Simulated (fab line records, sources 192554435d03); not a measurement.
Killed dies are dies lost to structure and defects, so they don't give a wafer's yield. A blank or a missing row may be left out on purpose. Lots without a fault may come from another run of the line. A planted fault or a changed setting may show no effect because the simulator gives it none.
Chamber matching | flow n5_finfet | N5_MOL_CONTACT_COAG_ALD_123 on ald_sin-01: 4 sister chambers
The step deposits SiNx, target thk 5 nm, pulse time 1 s, purge time 2 s. 7 wafers are shown with their chamber, then 7 later ones without.

WAFERS WITH THEIR CHAMBER
wafer  | chamber | heater_power_w (W) | precursor_pulse_height_rel
L361.2 | 0       | 922                | 1.003
L368.2 | 3       | 973                | 0.999
L368.5 | 1       | 934                | 1.012
L375.5 | 3       | 988                | 1.019
L375.6 | 2       | 840                | 1.012
L376.2 | 1       | 908                | 0.999
L376.4 | 2       | 859                | 1.001

WAFERS WITHOUT THEIR CHAMBER
wafer  | heater_power_w (W) | precursor_pulse_height_rel
L376.5 | 831                | 0.984
L377.2 | 826                | 1.013
L377.3 | 924                | 1.029
L377.4 | 969                | 1.001
L382.1 | 1004               | 0.979
L382.4 | 855                | 0.976
L382.5 | 841                | 0.989

WHICH CHAMBER EACH WENT THROUGH
wafer  | from the rows above     | in truth
L376.5 | 2                       | 2
L377.2 | 2                       | 2
L377.3 | can't be placed: 1 or 0 | 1
L377.4 | 3                       | 3
L382.1 | 3                       | 3
L382.4 | 2                       | 2
L382.5 | 2                       | 2
Placed correctly: 6 of 7. Can't be placed from these rows: 1 (the true chamber is among the candidates in 1). Placed wrongly: 0.
How it was worked out, from the rows above alone: a wafer's distance from a chamber is the root of the sum, over the readings, of the square of ((its reading less the chamber's mean) divided by the reading's scatter). The wafer belongs to the nearest chamber; if the next one is less than 2 further off, it can't be placed. A chamber's mean is the mean of its shown wafers. The scatter: the root of (the sum of the squares of (reading less its chamber's mean) over the shown wafers, divided by (wafers less chambers)).
